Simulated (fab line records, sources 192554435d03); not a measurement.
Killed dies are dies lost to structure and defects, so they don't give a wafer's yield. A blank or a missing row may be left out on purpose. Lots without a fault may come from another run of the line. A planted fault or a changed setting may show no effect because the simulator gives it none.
fab line records | flow n5_finfet
record lots=5 wafers=15 last_day=17
route steps=1938 shown BEOL_M15@1807
lots that met no fault: from a run of the same line without faults
start_h: hours from the record's first day to the start of the lot's first wafer shown | wait_h: hours since the lot's step before | " the same as in the row above | L1.1+2: a row that stands for several wafers | - no value, or no start given | * or withheld: withheld | < > ~ a bound
route shown NAME@n: a module of which the file shows steps, and the number in the route of the first | usual: mean/standard deviation of fault-free wafers | same: alike in all rows | chamber/n: place in a boat | sites: the reading at each site | _std_site: their standard deviation | _edge_site: outer sites' mean less inner sites' | radius_mm: how far each site lies from the wafer's centre | mask NAME#n: copy n | behind: the tool/chamber that last shaped the wafer | hold: why the lot was held/for how many hours/how that ended | device: the transistor (n, p or np) that didn't switch | end of line: the same wafers' tests at the end of the route | a step without rows: its recipe alone | killed: dies lost to structure and defects at the first sort, not the wafer's yield | map: a wafer's dies, x killed, . not, _ none there
set.NAME: the setting as run; set.NAME@STEP: as run at that earlier step | model.NAME: the simulator's own value behind a step, which no gauge read
lots at some steps of the route; a table a step, a row a wafer
services: from which hour (start_h, from the record's first day; less than 0 if before it) a tool's chamber was out of use, for how many hours, and why
## steps
# step N5_BEOL_M15_DESCUM_33
# recipe chemistry=O2 time_s=7.9 source_power_w=50 bias_power_w=20 pressure_mtorr=20 rf_frequency_hz=2.712e+07 temp_c=40 o2_flow_sccm=225
# usual chamber_pressure_mTorr=19.998/0.02 drypump_motor_current_A=5.8/0.36 oes_product_au=0.81/0.084 rf_fwd_power_W=49.42/0.21 rf_vpp_V=243.0/1.4 showerhead_plenum_p_Torr=2.09/0.081 throttle_valve_pct=20.42/0.18
# columns lot.wafer tool chamber start_h wait_h chamber_pressure_mTorr drypump_motor_current_A oes_product_au rf_fwd_power_W rf_hours_counter_h rf_vpp_V showerhead_plenum_p_Torr throttle_valve_pct
L538.1 rie_diel-06 0 259.16 0.0 19.985 5.8 0.77 49.59 144 241.1 2.02 20.22
L538.2 " 1 " " 20.000 6.3 0.87 49.20 51 245.5 2.23 20.36
L538.3 " 3 " " 19.993 6.0 0.88 49.19 37 242.4 2.04 20.28
L550.3 rie_diel-01 0 322.43 0.3 19.995 5.3 0.73 49.58 174 243.3 2.09 20.43
L550.4 " 2 " " 20.036 6.1 0.75 49.21 - 243.5 2.08 20.75
L550.6 " 1 " " 20.008 5.6 0.96 49.20 - 243.7 2.14 20.25
L554.1 rie_diel-01 1 353.65 0.4 19.987 5.5 0.94 49.33 22 244.0 2.14 20.29
L554.2 " 0 " " 19.985 5.2 0.73 49.48 186 242.5 2.08 20.46
L554.4 " 2 " " 20.037 6.1 0.73 49.18 187 242.4 2.08 20.77
L558.1 rie_diel-06 3 369.00 0.5 19.994 6.0 0.83 49.45 72 242.8 2.03 20.33
L558.2 " 2 " " 19.982 5.9 0.89 49.64 29 243.8 2.04 20.43
L558.3 " 0 " " 20.042 5.8 0.74 49.82 181 242.2 2.00 20.26
L561.1 rie_diel-06 1 382.45 0.0 19.965 6.4 0.82 49.53 91 244.9 2.21 20.41
L561.5 " 3 " " 20.004 6.0 0.83 49.80 - 240.7 2.03 20.34
L561.6 " 2 " " 19.994 5.9 0.90 49.55 - 244.0 2.04 20.42
# step N5_BEOL_M15_ETCH_61
# recipe chemistry=N2/H2 target=BARC target_depth_a=890 overetch_a=267 time_s=67.9 ion_energy_ev=200 pressure_mtorr=30 source_w=840 bias_w=150 n2_flow_sccm=200 h2_flow_sccm=200
# usual chamber_pressure_mTorr=30.00/0.031 drypump_motor_current_A=5.8/0.35 oes_product_au=0.69/0.068 rf_fwd_power_W=834/3.1 rf_vpp_V=523.6/2.7 showerhead_plenum_p_Torr=2.53/0.097 throttle_valve_pct=17.89/0.18
# columns lot.wafer tool chamber start_h wait_h chamber_pressure_mTorr drypump_motor_current_A oes_product_au rf_fwd_power_W rf_hours_counter_h rf_vpp_V showerhead_plenum_p_Torr throttle_valve_pct
L538.1 rie_diel-06 0 259.19 0.0 30.02 5.8 0.66 838 144 519.6 2.44 17.60
L538.2 " 1 " " 30.00 6.3 0.74 833 51 527.1 2.69 17.86
L538.3 " 3 " " 30.01 6.0 0.75 832 37 523.4 2.49 17.81
L550.3 rie_diel-01 0 322.47 0.0 30.01 5.3 0.63 833 174 523.9 2.54 17.92
L550.4 " 2 " " 30.03 6.1 0.65 835 - 525.3 2.53 18.12
L550.6 " 1 " " 29.99 5.5 0.81 831 - 525.1 2.60 17.63
L554.1 rie_diel-01 1 353.69 0.0 30.03 5.6 0.79 831 22 526.3 2.59 17.64
L554.2 " 0 " " 30.02 5.3 0.62 836 186 522.8 2.53 17.93
L554.4 " 2 " " 30.12 6.1 0.63 829 187 524.6 2.52 18.13
L558.1 rie_diel-06 3 369.04 0.0 29.97 6.0 0.71 839 72 521.3 2.47 17.88
L558.2 " 2 " " 29.94 5.9 0.77 835 29 521.8 2.49 17.95
L558.3 " 0 " " 30.08 5.8 0.63 835 181 521.6 2.43 17.66
L561.1 rie_diel-06 1 382.48 0.0 30.00 6.4 0.70 831 91 526.7 2.68 17.92
L561.5 " 3 " " 30.04 6.0 0.71 833 - 521.5 2.47 17.89
L561.6 " 2 " " 30.01 5.9 0.76 836 - 522.4 2.49 17.95
# step N5_BEOL_M15_TRENCH_ETCH_34
# recipe chemistry=C4F8/O2/Ar target=SiO2 target_depth_a=8729.3 he_inner_torr=15 he_outer_torr=30 time_s=199 ion_energy_ev=800 pressure_mtorr=20 source_w=1905 bias_w=2040 Ar_flow_sccm=400 C4F8_flow_sccm=16 O2_flow_sccm=12
# step N5_BEOL_M15_STRIP_36
# recipe chemistry=O2 power_w=600 temp_c=60 pressure_mtorr=30 rf_frequency_hz=6e+07 bias_power_w=0 overash_fraction=0.3 o2_flow_sccm=225
# usual chamber_pressure_mTorr=30.00/0.063 drypump_motor_current_A=5.9/0.37 oes_product_au=0.81/0.088 rf_vpp_V=3.6/0.92 showerhead_plenum_p_Torr=2.10/0.086 throttle_valve_pct=16.67/0.18
# columns lot.wafer tool chamber start_h wait_h chamber_pressure_mTorr drypump_motor_current_A oes_product_au rf_hours_counter_h rf_vpp_V showerhead_plenum_p_Torr throttle_valve_pct
L538.1 rie_diel-05 1 260.79 1.4 29.92 6.1 0.72 198 3.1 2.17 16.93
L538.2 " 0 " " 30.01 5.9 0.81 80 5.2 2.03 16.45
L538.3 " 3 " " 29.92 5.2 0.70 221 3.1 1.99 16.95
L550.3 rie_diel-01 0 322.88 0.2 30.02 5.2 0.74 174 3.1 2.09 16.68
L550.4 " 0 " " 29.88 5.2 0.73 - 3.4 2.09 16.70
L550.6 " 1 " " 29.97 5.5 0.97 - 3.1 2.15 16.46
L554.1 rie_diel-06 0 355.23 1.3 29.91 5.8 0.76 177 3.3 2.01 16.53
L554.2 " 1 " " 29.99 6.3 0.82 84 2.3 2.22 16.60
L554.4 " 2 " " 29.97 5.9 0.90 25 4.2 2.05 16.62
L558.1 rie_diel-06 3 370.83 1.6 30.00 5.9 0.82 72 3.5 2.03 16.57
L558.2 " 1 " " 29.95 6.3 0.82 88 1.5 2.21 16.64
L558.3 " 0 " " 29.94 5.8 0.73 181 3.7 2.01 16.51
L561.1 rie_diel-01 2 383.04 0.3 29.98 6.1 0.73 195 4.2 2.08 17.05
L561.5 " 1 " " 30.02 5.5 0.90 - 2.9 2.14 16.51
L561.6 " 0 " " 30.08 5.3 0.73 - 4.3 2.08 16.73
# step N5_BEOL_M15_STRIP_62
# recipe chemistry=O2 power_w=600 temp_c=60 pressure_mtorr=30 rf_frequency_hz=6e+07 bias_power_w=0 overash_fraction=0.3 o2_flow_sccm=225
# usual chamber_pressure_mTorr=29.999/0.029 drypump_motor_current_A=5.9/0.37 oes_product_au=0.81/0.088 rf_vpp_V=3.7/0.5 showerhead_plenum_p_Torr=2.10/0.086 throttle_valve_pct=16.67/0.18
# columns lot.wafer tool chamber start_h wait_h chamber_pressure_mTorr drypump_motor_current_A oes_product_au rf_hours_counter_h rf_vpp_V showerhead_plenum_p_Torr throttle_valve_pct
L538.1 rie_diel-05 1 - - 30.035 6.1 0.72 198 4.2 2.17 16.92
L538.2 " 0 " " 29.970 5.9 0.82 80 3.4 2.03 16.43
L538.3 " 3 " " 30.067 5.2 0.70 221 3.6 1.99 16.97
L550.3 rie_diel-01 0 - - 30.014 5.3 0.73 174 3.6 2.09 16.70
L550.4 " 0 " " 30.020 5.3 0.73 - 3.5 2.09 16.70
L550.6 " 1 " " 29.953 5.6 0.96 - 3.3 2.14 16.48
L554.1 rie_diel-06 0 - - 29.993 5.8 0.74 177 4.2 2.01 16.54
L554.2 " 1 " " 29.992 6.4 0.82 84 4.3 2.22 16.63
L554.4 " 2 " " 30.040 5.9 0.91 25 3.3 2.05 16.61
L558.1 rie_diel-06 3 - - 29.979 6.0 0.83 72 3.9 2.03 16.56
L558.2 " 1 " " 29.983 6.3 0.81 88 2.8 2.22 16.63
L558.3 " 0 " " 30.027 5.8 0.74 181 4.3 2.01 16.54
L561.1 rie_diel-01 2 - - 29.972 6.1 0.73 195 3.2 2.08 17.06
L561.5 " 1 " " 30.022 5.5 0.91 - 3.3 2.14 16.50
L561.6 " 0 " " 30.063 5.2 0.72 - 3.7 2.08 16.73
# step N5_BEOL_M15_STRIP_37
# recipe chemistry=O2 power_w=600 temp_c=60 pressure_mtorr=30 rf_frequency_hz=6e+07 bias_power_w=0 overash_fraction=0.3 o2_flow_sccm=225
# step N5_BEOL_M15_ETCH_38
# recipe chemistry=CF4/N2 target=SiCN target_depth_a=1064 taper_deg=2 time_s=120.5 ion_energy_ev=150 mask_material=SiO2 pressure_mtorr=40 source_w=430 bias_w=70 Ar_flow_sccm=100 cf4_flow_sccm=60 n2_flow_sccm=60
# usual chamber_pressure_mTorr=40.00/0.038 drypump_motor_current_A=5.9/0.36 oes_product_au=0.81/0.091 rf_fwd_power_W=428.8/1.4 rf_vpp_V=382.3/2.3 showerhead_plenum_p_Torr=2.21/0.084 throttle_valve_pct=15.44/0.2
# columns lot.wafer tool chamber start_h wait_h chamber_pressure_mTorr drypump_motor_current_A oes_product_au rf_fwd_power_W rf_hours_counter_h rf_vpp_V showerhead_plenum_p_Torr throttle_valve_pct
L538.1 rie_diel-05 1 - - 40.05 6.1 0.71 428.2 198 383.9 2.28 15.74
L538.2 " 0 " " 40.05 5.9 0.81 430.9 80 380.9 2.15 15.26
L538.3 " 3 " " 40.01 5.2 0.70 430.0 221 378.1 2.10 15.74
L550.3 rie_diel-01 0 - - 39.95 5.3 0.73 427.1 174 382.0 2.20 15.48
L550.4 " 0 " " 40.04 5.2 0.74 431.2 - 383.8 2.20 15.46
L550.6 " 1 " " 39.99 5.5 0.96 428.1 - 383.7 2.25 15.21
L554.1 rie_diel-06 0 - - 40.06 5.8 0.75 431.1 177 380.0 2.11 15.27
L554.2 " 1 " " 40.02 6.3 0.84 430.6 84 386.0 2.32 15.36
L554.4 " 2 " " 40.05 5.9 0.91 429.7 25 380.3 2.16 15.38
L558.1 rie_diel-06 3 - - 39.96 6.0 0.84 427.2 72 381.4 2.15 15.37
L558.2 " 1 " " 39.98 6.3 0.82 426.2 88 385.1 2.32 15.37
L558.3 " 0 " " 40.03 5.8 0.73 429.3 181 378.7 2.11 15.29
L561.1 rie_diel-01 2 - - 39.94 6.1 0.72 427.8 195 381.1 2.20 15.85
L561.5 " 1 " " 40.03 5.5 0.92 427.9 - 384.0 2.24 15.25
L561.6 " 0 " " 40.05 5.2 0.71 426.9 - 382.5 2.19 15.51
# step N5_BEOL_M15_PRECLEAN_39
# recipe chemistry=residue_remover time_s=60 temp_c=40
# step N5_BEOL_M15_SRD_40
# recipe time_s=30 temp_c=23 rinse_liquid=diw dry=n2_spin spin_rpm=1500 dry_time_s=30
# step N5_BEOL_M15_DEGAS_41
# recipe ambient=vacuum temp_c=300 time_s=60
# step N5_BEOL_M15_PRE_CLEAN_42
# recipe gas=H2/He time_s=30 temp_c=300
# step N5_BEOL_M15_SPUTTER_43
# recipe material=TaN target_thk_a=150 temp_c=50 bias_v=168.6 power_w=15000 chamber_pressure_pa=0.12 time_s=24.19
# usual throttle_valve_pct=30.3/0.88
# columns lot.wafer tool chamber start_h wait_h throttle_valve_pct model.TaN_of_BEOL_M15_SPUTTER_43.thk_nm
L538.1 pvd_sputter-01 - 261.53 0.0 29.8 15
L538.2 " - " " 30.5 15
L538.3 " - " " 28.8 15.2
L550.3 pvd_sputter-02 - 323.30 0.0 29.9 14.6
L550.4 " - " " 30.6 14.8
L550.6 " - " " 30.8 14.8
L554.1 pvd_sputter-03 - 356.11 0.0 29.7 15.2
L554.2 " - " " 30.6 15.2
L554.4 " - " " 31.9 15
L558.1 pvd_sputter-03 - 371.53 0.0 31.9 14.4
L558.2 " - " " 30.6 15.2
L558.3 " - " " 29.0 15.4
L561.1 pvd_sputter-01 - 383.80 0.0 30.5 15
L561.5 " - " " 30.6 15
L561.6 " - " " 28.6 14.8
# step N5_BEOL_M15_SPUTTER_44
# recipe material=Ta target_thk_a=150 temp_c=50 bias_v=80 power_w=15000 chamber_pressure_pa=0.07 time_s=24.19
## services
# columns tool chamber start_h hours kind
rie_diel-05 2 235.25 4.6 repair
rie_diel-05 2 240.09 - clean
rie_diel-05 2 240.09 - consumable_replace:focus_ring
rie_diel-05 2 240.09 - consumable_replace:showerhead
rie_diel-05 2 240.09 13.4 scheduled_down
rie_diel-05 2 240.09 13.4 vent_cycle
rie_diel-06 2 246.36 - clean
rie_diel-06 2 246.36 - consumable_replace:focus_ring
rie_diel-06 2 246.36 27.1 scheduled_down
rie_diel-06 2 246.36 27.1 vent_cycle
rie_diel-01 1 274.03 - clean
rie_diel-01 1 274.03 - consumable_replace:focus_ring
rie_diel-01 1 274.03 22.8 scheduled_down
rie_diel-01 1 274.03 22.8 vent_cycle
rie_diel-01 3 321.09 3.5 repair
rie_diel-05 0 345.96 4.0 repair
rie_diel-05 3 362.77 - clean
rie_diel-05 3 362.77 - consumable_replace:focus_ring
rie_diel-05 3 362.77 - consumable_replace:showerhead
rie_diel-05 3 362.77 19.4 scheduled_down
rie_diel-05 3 362.77 19.4 vent_cycle
rie_diel-01 - 379.94 0.9 repair
## key
first_sign none at tools or gauges
model_effect step=N5_BEOL_M15_SPUTTER_43 value=TaN_of_BEOL_M15_SPUTTER_43.thk_nm without=15.2 struck=14.4
met_at N5_BEOL_M15_SPUTTER_43
struck_wafers L558.1
onset_between 356.11 371.53
fault kind=process_parameter_drift tool=pvd_sputter-03 chamber=- onset_h=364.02 steps=N5_BEOL_M15_SPUTTER_43 channel=time_s offset=* shape=step end_h=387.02 scope=struck_wafers_only acts_in=* stated=*
